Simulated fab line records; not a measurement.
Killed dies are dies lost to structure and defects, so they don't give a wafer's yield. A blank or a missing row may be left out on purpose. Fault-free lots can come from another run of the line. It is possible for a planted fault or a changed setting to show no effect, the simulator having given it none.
fab line records	flow nand_harc
record: lots: 6	wafers: 18	last_day: 24
route steps=1159 shown A_CONTACT@960 A_BLC@964 END@1159
lots that met no fault: taken from a fault-free run of the same line
start_h: the number of hours between the record's first day and the start of the first shown wafer of the lot	wait_h: hours elapsed since this lot's preceding step	" repeats the value in the row above	L1.1+2: one row covering several wafers at once	- either no value or no given start	* or withheld: withheld	< > ~ a bound
route shown NAME@n: names a module that has steps shown in the file, with the first one's number in the route	usual: mean/standard deviation of fault-free wafers	same: alike in all rows	chamber/n: place in a boat	sites: per-site readings	_std_site: the values' standard deviation	_edge_site: mean of outer sites minus mean of inner sites	radius_mm: for every site, how far away it sits from the centre of the wafer	mask NAME#n: copy n	behind: the tool/chamber that last shaped the wafer	hold: reason for holding the lot/hours on hold/outcome of the hold	device: which transistor (n, p or np) failed to switch	end of line: the same wafers' tests at the end of the route	a step with no rows: only its recipe	killed: the dies lost at the first sort to structure and to defects; this is not the yield of the wafer	map: a wafer's dies, marking killed ones x, the rest . and places with no die _
set.NAME: the setting the step ran with; set.NAME@STEP: the setting that earlier step ran with	model.NAME: the simulator's own value behind a step, which no gauge read
lots at selected steps of the route; one table per step, one row per wafer
services: from which hour (start_h, from the record's first day; less than 0 if before it) a tool's chamber was out of use, for how many hours, and why
== steps ==
step: NHARC_A_CONTACT_CMP_20
recipe: t_overpolish_s: 30	target_thk_nm: 300
usual: motor_current_A: 12.3/0.98	overpolish_run_s: 30.000/0.009	time_to_endpoint_s: 61/3.4
lot.wafer	tool	chamber	start_h	wait_h	motor_current_A	overpolish_run_s	time_to_endpoint_s
L345.3	cmp-01	3	406.49	0.4	13.5	29.996	56
L345.1	"	2	"	"	11.5	30.002	54
L345.5	"	0	"	"	11.8	29.999	62
L355.3	cmp-04	0	455.11	0.6	10.3	30.001	61
L355.5	"	2	"	"	13.8	30.005	62
L355.6	"	3	"	"	11.5	29.990	60
L360.3	cmp-03	1	494.06	0.5	11.1	29.995	58
L360.2	"	0	"	"	12.5	29.994	62
L360.6	"	2	"	"	12.0	30.002	62
L362.2	cmp-04	2	496.23	0.8	14.2	30.000	62
L362.6	"	2	"	"	13.6	30.015	63
L362.5	"	3	"	"	11.8	29.998	57
L363.3	cmp-03	1	499.37	0.4	12.1	30.025	59
L363.4	"	2	"	"	12.5	29.999	64
L363.6	"	3	"	"	14.0	30.004	60
L365.4	cmp-01	3	515.83	0.4	13.6	29.997	61
L365.6	"	3	"	"	13.5	30.005	59
L365.5	"	0	"	"	12.0	30.008	66
step: NHARC_A_CONTACT_SRD_22
step: NHARC_A_CONTACT_INSPECT_23
usual: raw_defect_count: 466/170
lot.wafer	tool	chamber	start_h	wait_h	raw_defect_count
L345.1	defect_inspect-01	-	406.89	0.1	526
L345.3	"	-	"	"	391
L345.5	"	-	"	"	742
L355.3	defect_inspect-01	-	455.47	0.1	514
L355.5	"	-	"	"	314
L355.6	"	-	"	"	342
L360.2	defect_inspect-02	-	494.46	0.1	441
L360.3	"	-	"	"	357
L360.6	"	-	"	"	541
L362.2	defect_inspect-02	-	496.63	0.1	360
L362.5	"	-	"	"	454
L362.6	"	-	"	"	361
L363.3	defect_inspect-02	-	499.73	0.1	659
L363.4	"	-	"	"	810
L363.6	"	-	"	"	560
L365.4	defect_inspect-01	-	516.24	0.1	308
L365.5	"	-	"	"	925
L365.6	"	-	"	"	585
step: NHARC_A_BLC_DEHYDRATE_00
recipe: temp_c: 150	time_s: 120
step: NHARC_A_BLC_HMDS_01
recipe: time_s: 30
step: NHARC_A_BLC_COAT_02
recipe: temp_c: 260	time_s: 75
step: NHARC_A_BLC_COAT_03
recipe: temp_c: 225	time_s: 65
step: NHARC_A_BLC_COAT_04
recipe: spin_rpm: 1500	resist_thk_nm: 90
step: NHARC_A_BLC_SOFTBAKE_05
recipe: temp_c: 105	time_s: 55
step: NHARC_A_BLC_EBR_06
step: NHARC_A_BLC_EXPOSE_07
recipe: na: 1.35	target_cd_nm: 100	dose_mj: 67.97	mask_id: A_BLC
step: NHARC_A_BLC_PEB_08
recipe: peb_temp_c: 100	peb_time_s: 65
usual: heater_power_total_W: 156.6/0.43	plate_temp_C: 100.02/0.11	resist_line_temp_C: 23.00/0.11
lot.wafer	tool	chamber	start_h	wait_h	heater_power_total_W	plate_temp_C	resist_line_temp_C
L345.1	litho_track-01	0	407.32	0.1	155.9	99.98	22.93
L345.3	"	0	"	"	156.0	99.88	22.91
L345.5	"	0	"	"	156.7	100.07	23.04
L355.3	litho_track-04	0	455.89	0.0	156.9	100.13	22.93
L355.5	"	0	"	"	157.0	100.25	22.90
L355.6	"	0	"	"	156.1	100.28	22.97
L360.2	litho_track-01	0	494.89	0.1	156.2	100.02	23.01
L360.3	"	0	"	"	156.4	99.80	23.01
L360.6	"	0	"	"	156.9	100.08	23.04
L362.2	litho_track-01	0	497.06	0.1	151.5	97.30	23.02
L362.5	"	0	"	"	151.5	97.35	22.92
L362.6	"	0	"	"	150.5	97.47	22.84
L363.3	litho_track-04	0	500.16	0.0	156.6	99.98	22.94
L363.4	"	0	"	"	157.1	99.98	23.10
L363.6	"	0	"	"	155.9	100.31	22.85
L365.4	litho_track-01	0	516.67	0.0	150.8	97.31	22.92
L365.5	"	0	"	"	150.9	97.24	22.90
L365.6	"	0	"	"	150.6	97.30	22.94
step: NHARC_A_BLC_DEVELOP_09
recipe: develop_time_s: 35	dev_temp_c: 23
step: NHARC_A_BLC_CD_MEAS_10
recipe: target_cd_nm: 100	landing_energy_ev: 500
usual: cd_nm: 100.2/0.47
same: landing_energy_ev: 500
lot.wafer	tool	chamber	start_h	wait_h	cd_nm
L345.1	cd_sem-01	0	407.40	-	100.1
L345.3	"	0	"	"	99.9
L345.5	"	0	"	"	99.8
L355.3	cd_sem-01	0	455.98	-	99.9
L355.5	"	0	"	"	99.8
L355.6	"	0	"	"	99.5
L360.2	cd_sem-03	0	494.97	-	100.3
L360.3	"	0	"	"	100.0
L360.6	"	0	"	"	99.3
L362.2	cd_sem-02	0	497.14	-	89.0
L362.5	"	0	"	"	90.4
L362.6	"	0	"	"	89.7
L363.3	cd_sem-03	0	500.24	-	100.0
L363.4	"	0	"	"	100.8
L363.6	"	0	"	"	99.8
L365.4	cd_sem-03	0	516.76	-	89.8
L365.5	"	0	"	"	90.2
L365.6	"	0	"	"	89.9
step: NHARC_A_BLC_OVL_MEAS_11
usual: overlay_x_nm: 0.0/1	overlay_y_nm: 0.2/0.82
lot.wafer	tool	chamber	start_h	wait_h	overlay_x_nm	overlay_y_nm
L345.1	overlay-01	-	407.49	-	-1.3	-1.5
L345.3	"	-	"	"	-0.9	-1.3
L345.5	"	-	"	"	-1.1	-1.2
L355.3	overlay-02	-	456.06	-	0.9	1.0
L355.5	"	-	"	"	1.2	1.1
L355.6	"	-	"	"	0.7	1.9
L360.2	overlay-01	-	495.06	-	0.5	1.1
L360.3	"	-	"	"	0.0	0.9
L360.6	"	-	"	"	0.3	1.0
L362.2	overlay-02	-	497.24	-	-1.3	-0.7
L362.5	"	-	"	"	-1.8	-0.8
L362.6	"	-	"	"	-1.6	-0.8
L363.3	overlay-02	-	500.32	-	-0.8	-1.2
L363.4	"	-	"	"	-0.8	-1.8
L363.6	"	-	"	"	-0.3	-1.2
L365.4	overlay-01	-	516.84	-	0.4	0.8
L365.5	"	-	"	"	0.7	0.4
L365.6	"	-	"	"	0.0	0.7
step: NHARC_A_BLC_INSPECT_12
usual: raw_defect_count: 28/15
lot.wafer	tool	chamber	start_h	wait_h	raw_defect_count
L345.1	defect_inspect-01	-	407.53	0.0	15
L345.3	"	-	"	"	14
L345.5	"	-	"	"	8
L355.3	defect_inspect-01	-	456.10	0.0	8
L355.5	"	-	"	"	11
L355.6	"	-	"	"	7
L360.2	defect_inspect-02	-	495.09	0.0	29
L360.3	"	-	"	"	26
L360.6	"	-	"	"	24
L362.2	defect_inspect-01	-	497.28	0.0	48
L362.5	"	-	"	"	45
L362.6	"	-	"	"	60
L363.3	defect_inspect-01	-	500.36	0.0	14
L363.4	"	-	"	"	14
L363.6	"	-	"	"	14
L365.4	defect_inspect-01	-	516.88	0.0	26
L365.5	"	-	"	"	20
L365.6	"	-	"	"	24
step: NHARC_A_BLC_DESCUM_15
recipe: time_s: 3	o2_flow_sccm: 200	ar_flow_sccm: 0	bias_power_w: 0	chemistry: O2
usual: drypump_motor_current_A: 5.7/0.42	o2_flow_sccm: 200.0/0.65	oes_product_au: 1.000/0.011	rf_vpp_V: 57.9/0.99	showerhead_plenum_p_Torr: 1.92/0.094	throttle_valve_pct: 11.312/0.0089
lot.wafer	tool	chamber	start_h	wait_h	drypump_motor_current_A	o2_flow_sccm	oes_product_au	rf_hours_counter_h	rf_vpp_V	showerhead_plenum_p_Torr	throttle_valve_pct	model.A_BLC.cd_nm
L345.1	rie_diel-03	0	407.60	0.1	6.0	199.3	1.029	0	59.4	1.86	11.316	100
L345.3	"	1	"	"	5.4	198.9	1.009	0	58.3	2.03	11.302	99.91
L345.5	"	0	"	"	6.0	199.9	1.024	-	56.8	1.86	11.320	99.75
L355.3	rie_diel-09	3	456.16	0.1	6.0	199.6	0.999	2	58.2	1.84	11.314	99.47
L355.6	"	3	"	"	6.0	199.4	0.998	-	57.7	1.84	11.302	98.69
L355.5	"	0	"	"	6.4	199.2	0.996	-	57.1	1.80	11.316	99.78
L360.3	rie_diel-03	3	495.15	0.1	5.9	199.8	1.017	11	58.1	2.05	11.321	99.78
L360.2	"	1	"	"	5.4	202.1	1.003	12	57.5	2.02	11.308	100.5
L360.6	"	0	"	"	6.0	199.4	1.017	-	57.3	1.86	11.302	99.51
L362.2	rie_diel-09	2	497.35	0.1	5.4	200.2	0.975	6	56.4	1.80	11.309	89.31
L362.6	"	1	"	"	4.9	200.8	0.997	-	57.9	1.99	11.299	89.18
L362.5	"	2	"	"	5.4	200.2	0.987	-	57.3	1.80	11.309	90.76
L363.4	rie_diel-09	1	500.42	0.1	4.9	198.8	0.987	7	58.3	1.99	11.309	100.1
L363.3	"	3	"	"	6.0	200.4	1.001	6	58.8	1.84	11.316	99.26
L363.6	"	2	"	"	5.4	199.8	0.990	-	57.7	1.80	11.310	99.89
L365.4	rie_diel-03	2	517.01	0.1	5.3	199.8	0.987	14	58.1	1.95	11.314	90.31
L365.6	"	3	"	"	6.0	199.8	0.996	-	59.2	2.05	11.309	90.01
L365.5	"	0	"	"	6.0	200.2	1.022	-	58.7	1.86	11.310	90.3
step: NHARC_A_BLC_ETCH_16
recipe: target_depth_a: 390	over_etch_frac: 0.3	time_s: 65	ion_energy_ev: 80	cf4_flow_sccm: 150	ar_flow_sccm: 0	rf_w: 300	bias_w: 100	chemistry: CF4
usual: drypump_motor_current_A: 5.6/0.42	oes_product_au: 0.999/0.011	rf_vpp_V: 151.5/1.3	showerhead_plenum_p_Torr: 1.78/0.081	throttle_valve_pct: 13.284/0.0079
lot.wafer	tool	chamber	start_h	wait_h	drypump_motor_current_A	oes_product_au	rf_hours_counter_h	rf_vpp_V	showerhead_plenum_p_Torr	throttle_valve_pct
L345.3	rie_diel-03	2	407.67	0.1	5.3	1.013	0	152.0	1.80	13.269
L345.1	"	0	"	"	6.0	1.021	0	150.9	1.72	13.265
L345.5	"	2	"	"	5.3	1.002	-	151.5	1.80	13.278
L355.3	rie_diel-09	2	456.24	0.1	5.4	0.992	2	152.0	1.67	13.284
L355.6	"	2	"	"	5.4	0.981	-	151.1	1.67	13.279
L355.5	"	3	"	"	6.0	1.014	-	150.2	1.71	13.282
L360.3	rie_diel-03	1	495.25	0.1	5.4	1.007	12	152.6	1.86	13.291
L360.2	"	2	"	"	5.3	1.000	11	152.8	1.80	13.290
L360.6	"	3	"	"	5.9	1.002	-	152.9	1.88	13.285
L362.2	rie_diel-09	2	497.43	0.1	5.4	0.981	6	148.6	1.67	13.277
L362.6	"	1	"	"	4.9	0.988	-	152.2	1.84	13.279
L362.5	"	2	"	"	5.4	0.989	-	149.2	1.67	13.275
L363.4	rie_diel-09	3	500.51	0.1	6.0	0.992	6	150.1	1.70	13.294
L363.3	"	0	"	"	6.3	1.001	6	149.6	1.67	13.285
L363.6	"	0	"	"	6.3	0.981	-	152.1	1.67	13.295
L365.4	rie_diel-03	1	517.07	0.1	5.4	0.985	14	153.5	1.86	13.293
L365.5	"	1	"	"	5.4	0.994	-	152.5	1.86	13.287
L365.6	"	2	"	"	5.3	0.992	-	152.8	1.80	13.281
step: NHARC_A_BLC_ETCH_17
recipe: target_depth_a: 3900	over_etch_frac: 0.25	time_s: 609.38	ion_energy_ev: 200	n2_flow_sccm: 150	h2_flow_sccm: 150	ar_flow_sccm: 0	rf_w: 400	bias_w: 150	chemistry: N2/H2
usual: drypump_motor_current_A: 5.7/0.42	oes_product_au: 1.000/0.011	rf_vpp_V: 430.8/2.9	showerhead_plenum_p_Torr: 2.05/0.1	throttle_valve_pct: 14.171/0.0097
lot.wafer	tool	chamber	start_h	wait_h	drypump_motor_current_A	oes_product_au	rf_hours_counter_h	rf_vpp_V	showerhead_plenum_p_Torr	throttle_valve_pct
L345.1	rie_diel-03	2	-	-	5.3	0.992	0	432.2	2.08	14.167
L345.3	"	3	"	"	6.0	0.994	0	434.6	2.19	14.160
L345.5	"	2	"	"	5.3	0.998	-	431.9	2.08	14.177
L355.3	rie_diel-09	2	-	-	5.4	0.981	2	425.6	1.91	14.144
L355.6	"	1	"	"	4.9	0.994	-	432.4	2.13	14.171
L355.5	"	2	"	"	5.4	0.993	-	427.4	1.91	14.171
L360.2	rie_diel-03	2	-	-	5.3	0.998	11	432.4	2.08	14.181
L360.3	"	3	"	"	5.9	1.006	11	434.4	2.19	14.183
L360.6	"	2	"	"	5.3	0.990	-	431.5	2.08	14.149
L362.2	rie_diel-09	2	-	-	5.4	0.983	6	426.7	1.91	14.160
L362.6	"	1	"	"	4.9	0.994	-	432.9	2.13	14.174
L362.5	"	2	"	"	5.4	0.991	-	426.0	1.91	14.184
L363.3	rie_diel-09	2	-	-	5.4	0.996	7	427.4	1.91	14.157
L363.4	"	3	"	"	6.0	1.006	6	429.0	1.96	14.161
L363.6	"	2	"	"	5.4	1.003	-	426.4	1.91	14.166
L365.4	rie_diel-03	2	-	-	5.3	0.995	14	430.5	2.08	14.182
L365.5	"	3	"	"	5.9	1.013	-	434.4	2.18	14.177
L365.6	"	0	"	"	6.0	1.023	-	428.7	1.98	14.187
step: NHARC_A_BLC_ETCH_18
recipe: target_depth_a: 9100	c4f8_flow_sccm: 20	o2_flow_sccm: 10	ar_flow_sccm: withheld	rf_w: 600	bias_w: 1500	chemistry: C4F8/O2/Ar
usual: oes_product_au: 0.959/0.02	rf_vpp_V: 979/6.4
lot.wafer	tool	chamber	start_h	wait_h	oes_product_au	rf_hours_counter_h	rf_vpp_V	model.A_BLC.cd_nm
L345.1	rie_diel-03	0	-	-	0.978	1	976	98.67
L345.3	"	3	"	"	0.955	0	987	97.25
L345.5	"	0	"	"	0.985	-	975	99.73
L355.3	rie_diel-09	0	-	-	0.956	2	971	99.73
L355.5	"	0	"	"	0.954	-	971	99.9
L355.6	"	1	"	"	0.981	-	985	97.19
L360.3	rie_diel-03	0	-	-	0.940	11	975	98.17
L360.2	"	3	"	"	0.923	11	988	96.78
L360.6	"	0	"	"	0.936	-	976	95.56
L362.2	rie_diel-09	0	-	-	0.971	6	971	87.83
L362.6	"	1	"	"	0.936	-	982	85.97
L362.5	"	2	"	"	0.950	-	970	91.24
L363.3	rie_diel-09	0	-	-	0.974	7	969	97.76
L363.4	"	1	"	"	0.945	7	983	97.18
L363.6	"	0	"	"	0.970	-	970	100.7
L365.4	rie_diel-03	3	-	-	0.960	14	987	87.84
L365.6	"	0	"	"	0.981	-	975	89.06
L365.5	"	1	"	"	0.989	-	985	89.4
step: NHARC_A_BLC_CD_MEAS_19
usual: cd_nm: 98.9/2.4
lot.wafer	tool	chamber	start_h	wait_h	cd_nm
L345.1	cd_sem-02	-	408.55	-	99.0
L345.3	"	-	"	"	97.0
L345.5	"	-	"	"	99.6
L355.3	cd_sem-03	-	457.13	-	99.9
L355.5	"	-	"	"	100.1
L355.6	"	-	"	"	97.2
L360.2	cd_sem-01	-	496.12	-	96.5
L360.3	"	-	"	"	98.1
L360.6	"	-	"	"	95.6
L362.2	cd_sem-03	-	498.30	-	87.5
L362.5	"	-	"	"	91.6
L362.6	"	-	"	"	86.1
L363.3	cd_sem-02	-	501.39	-	97.6
L363.4	"	-	"	"	97.3
L363.6	"	-	"	"	101.0
L365.4	cd_sem-02	-	518.15	-	87.8
L365.5	"	-	"	"	89.4
L365.6	"	-	"	"	89.3
step: NHARC_A_BLC_STRIP_29
recipe: cf4_flow_sccm: 150	ar_flow_sccm: 0	bias_w: 0	chemistry: CF4
usual: drypump_motor_current_A: 5.6/0.45	oes_product_au: 1.000/0.0088	rf_vpp_V: 59.4/0.95	showerhead_plenum_p_Torr: 1.76/0.081	throttle_valve_pct: 13.283/0.0092
lot.wafer	tool	chamber	start_h	wait_h	drypump_motor_current_A	oes_product_au	rf_hours_counter_h	rf_vpp_V	showerhead_plenum_p_Torr	throttle_valve_pct
L345.1	rie_diel-09	1	408.63	0.1	4.9	0.996	14	59.2	1.84	13.287
L345.3	"	3	"	"	5.9	1.011	15	60.3	1.71	13.281
L345.5	"	2	"	"	5.4	1.017	-	58.4	1.67	13.282
L355.3	rie_diel-09	3	457.25	0.1	6.0	0.995	2	59.9	1.71	13.285
L355.5	"	2	"	"	5.4	0.990	-	58.8	1.67	13.303
L355.6	"	3	"	"	6.0	0.993	-	59.8	1.71	13.267
L360.3	rie_diel-03	2	496.20	0.1	5.3	1.005	11	58.0	1.80	13.290
L360.2	"	3	"	"	5.9	1.008	11	59.5	1.88	13.289
L360.6	"	1	"	"	5.4	1.013	-	61.0	1.86	13.280
L362.2	rie_diel-03	2	498.38	0.1	5.3	1.008	12	59.8	1.80	13.294
L362.5	"	2	"	"	5.3	1.005	-	60.2	1.80	13.274
L362.6	"	3	"	"	6.0	0.996	-	60.9	1.88	13.283
L363.3	rie_diel-03	0	501.47	0.1	6.0	1.007	12	60.0	1.72	13.277
L363.4	"	2	"	"	5.3	0.998	12	59.8	1.80	13.278
L363.6	"	0	"	"	5.9	1.009	-	57.1	1.72	13.276
L365.4	rie_diel-09	2	518.25	0.1	5.5	0.996	9	57.5	1.67	13.290
L365.5	"	3	"	"	6.0	0.992	-	58.5	1.70	13.274
L365.6	"	0	"	"	6.4	1.005	-	57.7	1.67	13.270
step: NHARC_END_SORT_01
recipe: temp_c: 25
usual: killed_at_array: 26/10	killed_at_other: 0.8/1.1	killed_at_periphery: 3.3/2.6	killed_dies: 30/11	killed_open: 3.4/1.8	killed_short: 2.0/1.3
same: gross_dies: 677
lot.wafer	tool	chamber	start_h	wait_h	killed_at_array	killed_at_other	killed_at_periphery	killed_dies	killed_open	killed_short
L345.1	prober-01	0	456.53	2.5	19	0	3	22	4	7
L345.3	prober-01	0	458.09	3.1	19	0	1	20	5	1
L345.5	prober-01	0	459.64	3.6	12	0	4	16	2	3
L355.3	prober-01	0	500.58	3.1	11	0	2	13	3	2
L355.5	prober-01	0	502.17	3.7	14	1	1	16	4	1
L355.6	prober-01	0	502.96	4.0	13	0	2	15	3	3
L360.2	prober-01	0	541.34	2.8	27	2	2	31	3	1
L360.3	prober-01	0	542.13	3.1	12	2	1	15	2	2
L360.6	prober-01	0	544.51	4.0	16	5	7	28	7	2
L362.2	prober-01	0	549.10	2.8	41	1	7	49	4	3
L362.5	prober-01	0	551.51	3.7	34	0	2	36	0	0
L362.6	prober-01	0	552.31	4.0	45	2	4	51	3	0
L363.3	prober-02	0	549.95	3.1	18	0	4	22	1	3
L363.4	prober-02	0	550.74	3.4	15	0	6	21	1	2
L363.6	prober-02	0	552.31	3.9	19	0	4	23	5	3
L365.4	prober-01	0	566.32	3.4	32	1	14	47	3	4
L365.5	prober-01	0	567.12	3.7	25	2	8	35	4	2
L365.6	prober-01	0	567.92	4.0	31	0	11	42	6	3
killed by level:class
L345.1 A_CHANNEL_HOLE_D1:chamber_film_flake=4 A_STAIRCASE:chamber_film_flake=4 P_M0:geometric_particle:open=2 A_WL_FILL:geometric_particle:short=2 P_M1:geometric_particle:open=1 A_SOURCE_PLATE:geometric_particle:short=1 A_CHANNEL_HOLE_D1:geometric_particle:short=1 A_CHANNEL_FILL_D1:geometric_particle:short=1
L345.3 A_STAIRCASE:chamber_film_flake=5 A_CHANNEL_HOLE_D1:chamber_film_flake=4 A_SOURCE_PLATE:geometric_particle:open=2 A_ZERO_WELL:chamber_film_flake=2 A_SGD_CUT:geometric_particle:open=1 A_WL_FILL:geometric_particle:short=1 A_CONTACT:geometric_particle:open=1 A_M0:geometric_particle:open=1
L345.5 A_WL_FILL:geometric_particle:short=2 A_BLC:chamber_film_flake=2 P_GATE:chamber_film_flake=2 A_STAIRCASE:chamber_film_flake=2 P_CONTACT:geometric_particle:open=1 A_SOURCE_PLATE:geometric_particle:open=1 A_ONON_D1:geometric_particle:short=1 P_ZERO_WELL:chamber_film_flake=1
L355.3 A_CHANNEL_HOLE_D1:chamber_film_flake=4 A_CONTACT:chamber_film_flake=3 A_CONTACT:geometric_particle:open=2 P_M1:geometric_particle:short=1 A_CONTACT:geometric_particle:short=1 A_BLC:geometric_particle:open=1 P_ZERO_WELL:chamber_film_flake=1
L355.5 A_CHANNEL_HOLE_D1:chamber_film_flake=8 P_M1:geometric_particle:open=1 A_WL_FILL:geometric_particle:short=1 A_WL_FILL:geometric_particle:open=1 A_BLC:geometric_particle:open=1 A_M1:geometric_particle:open=1 A_ZERO_WELL:chamber_film_flake=1 A_CONTACT:chamber_film_flake=1
L355.6 A_CHANNEL_HOLE_D1:chamber_film_flake=4 A_CONTACT:chamber_film_flake=3 P_CONTACT:geometric_particle:open=1 A_ONON_D1:geometric_particle:short=1 A_SGD_CUT:geometric_particle:open=1 A_CONTACT:geometric_particle:open=1 A_BLC:geometric_particle:short=1 A_M0:geometric_particle:short=1
L360.2 A_CHANNEL_HOLE_D1:chamber_film_flake=16 A_CONTACT:chamber_film_flake=4 A_M1:chamber_film_flake=3 A_CHANNEL_FILL_D1:geometric_particle:open=2 THIN_TSV:chamber_film_flake=2 P_CONTACT:geometric_particle:short=1 A_CONTACT:geometric_particle:open=1 P_STI:chamber_film_flake=1
L360.3 A_CHANNEL_HOLE_D1:chamber_film_flake=6 THIN_TSV:chamber_film_flake=2 A_CHANNEL_FILL_D1:geometric_particle:short=1 A_WL_FILL:geometric_particle:short=1 A_CONTACT:geometric_particle:open=1 A_M0:geometric_particle:open=1 P_STI:chamber_film_flake=1 A_WL_FILL:chamber_film_flake=1
L360.6 A_CHANNEL_HOLE_D1:chamber_film_flake=5 A_M1:chamber_film_flake=5 THIN_TSV:chamber_film_flake=4 A_CONTACT:chamber_film_flake=2 P_STI:geometric_particle:open=1 P_M0:geometric_particle:open=1 P_M1:geometric_particle:open=1 P_M2:geometric_particle:open=1
L362.2 A_SLIT:chamber_film_flake=21 A_CHANNEL_HOLE_D1:chamber_film_flake=8 A_BLC:area_peb=6 P_STI:chamber_film_flake=4 A_WL_FILL:geometric_particle:open=2 A_CONTACT:chamber_film_flake=2 P_CONTACT:geometric_particle:short=1 P_M0:geometric_particle:open=1
L363.3 A_CHANNEL_HOLE_D1:chamber_film_flake=8 A_CONTACT:chamber_film_flake=6 P_STI:chamber_film_flake=2 P_STI:geometric_particle:short=1 P_M1:geometric_particle:open=1 A_ONON_D1:geometric_particle:short=1 A_WL_FILL:geometric_particle:short=1 A_ZERO_WELL:chamber_film_flake=1
L363.4 A_CHANNEL_HOLE_D1:chamber_film_flake=5 P_STI:chamber_film_flake=4 A_CHANNEL_FILL_D1:chamber_film_flake=2 A_CONTACT:chamber_film_flake=2 A_ONON_D1:geometric_particle:short=1 A_STAIRCASE:geometric_particle:short=1 A_CONTACT:geometric_particle:open=1 P_GATE:chamber_film_flake=1
L362.5 A_CHANNEL_HOLE_D1:chamber_film_flake=15 A_SLIT:chamber_film_flake=12 A_CONTACT:chamber_film_flake=3 P_GATE:chamber_film_flake=2 A_STAIRCASE:chamber_film_flake=2 A_CHANNEL_FILL_D1:chamber_film_flake=1 A_BLC:area_peb=1
L362.6 A_SLIT:chamber_film_flake=21 A_CHANNEL_HOLE_D1:chamber_film_flake=8 A_BLC:area_peb=6 A_CONTACT:chamber_film_flake=4 P_STI:chamber_film_flake=2 P_GATE:chamber_film_flake=2 THIN_TSV:chamber_film_flake=2 A_ONON_D1:geometric_particle:open=1
L363.6 A_CHANNEL_HOLE_D1:chamber_film_flake=7 A_CHANNEL_FILL_D1:geometric_particle:open=2 P_M0:chamber_film_flake=2 A_BONDPAD:chamber_film_flake=2 P_M0:geometric_particle:open=1 A_ONON_D1:geometric_particle:short=1 A_SGD_CUT:geometric_particle:short=1 A_WL_FILL:geometric_particle:short=1
L365.4 A_CHANNEL_HOLE_D1:chamber_film_flake=11 P_BONDPAD:chamber_film_flake=7 A_BLC:area_peb=7 P_M0:chamber_film_flake=4 A_WL_FILL:chamber_film_flake=3 A_CONTACT:chamber_film_flake=3 A_SGD_CUT:chamber_film_flake=2 A_SLIT:chamber_film_flake=2
L365.5 A_CHANNEL_HOLE_D1:chamber_film_flake=11 A_BLC:area_peb=5 P_BONDPAD:chamber_film_flake=3 P_M0:chamber_film_flake=3 A_WL_FILL:chamber_film_flake=3 A_CONTACT:geometric_particle:open=2 STARTING-WAFER:geometric_particle:short=2 A_STAIRCASE:chamber_film_flake=2
L365.6 A_CHANNEL_HOLE_D1:chamber_film_flake=7 A_BLC:area_peb=7 A_SGD_CUT:chamber_film_flake=5 A_WL_FILL:chamber_film_flake=3 P_CONTACT:geometric_particle:open=2 A_SGD_CUT:geometric_particle:open=2 A_M0:geometric_particle:short=2 P_GATE:chamber_film_flake=2
== services ==
tool	chamber	start_h	hours	kind
rie_diel-09	0	385.60	-	clean
rie_diel-09	1	385.60	-	clean
rie_diel-09	2	385.60	-	clean
rie_diel-09	3	385.60	-	clean
rie_diel-09	-	385.67	0.6	repair
rie_diel-03	-	392.30	9.0	pm
rie_diel-03	0	392.30	9.0	vent_cycle
rie_diel-03	1	392.30	9.0	vent_cycle
rie_diel-03	2	392.30	9.0	vent_cycle
rie_diel-03	3	392.30	9.0	vent_cycle
cmp-03	-	398.86	11.7	repair
cmp-04	-	399.17	4.0	pm
rie_diel-03	0	401.30	-	clean
rie_diel-03	2	430.71	8.0	repair
rie_diel-09	-	431.10	9.0	pm
cmp-04	-	431.47	1.5	repair
litho_track-01	-	443.00	7.0	pm
cmp-03	-	450.18	4.0	pm
rie_diel-03	1	465.57	1.6	repair
cmp-01	-	473.74	4.0	pm
cmp-03	-	476.97	2.1	repair
litho_track-04	-	491.00	7.0	pm
cmp-04	-	497.17	4.0	pm
cmp-03	-	517.21	2.7	repair
== key ==
first_sign: step: NHARC_A_BLC_PEB_08	reading: plate_temp_C	direction: down	sigmas: 24	usual: *	struck: *
effect: step: NHARC_A_BLC_PEB_08	reading: heater_power_total_W	direction: down	sigmas: 13	usual: *	struck: *
effect: step: NHARC_A_BLC_CD_MEAS_10	reading: cd_nm	direction: down	sigmas: 22	usual: 100.2	struck: 89.8
effect: step: NHARC_A_BLC_CD_MEAS_19	reading: cd_nm	direction: down	sigmas: 4.3	usual: 98.9	struck: 88.6
model_effect: step: NHARC_A_BLC_DESCUM_15	value: A_BLC.cd_nm	without: 100.1	struck: 89.98
model_effect: step: NHARC_A_BLC_ETCH_18	value: A_BLC.cd_nm	without: 98.7	struck: 88.56
met_at NHARC_A_BLC_PEB_08
struck_wafers L362.2,L362.5,L362.6,L365.4,L365.5,L365.6
tester_left_out L362,L365
onset_between 494.89 497.06
fault: kind: process_parameter_drift	tool: litho_track-01	chamber: -	onset_h: 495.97	steps: NHARC_A_BLC_PEB_08	channel: peb_temp_c	offset: *	shape: step	acts_in: *	stated: *
tester_left_out: of these lots the tester's yield and bins aren't shown, on N5 and GAA mostly nor the transistor test; their killed dies are dies lost to structure and defects alone, not to doping, threshold or leakage, so they don't give the yield
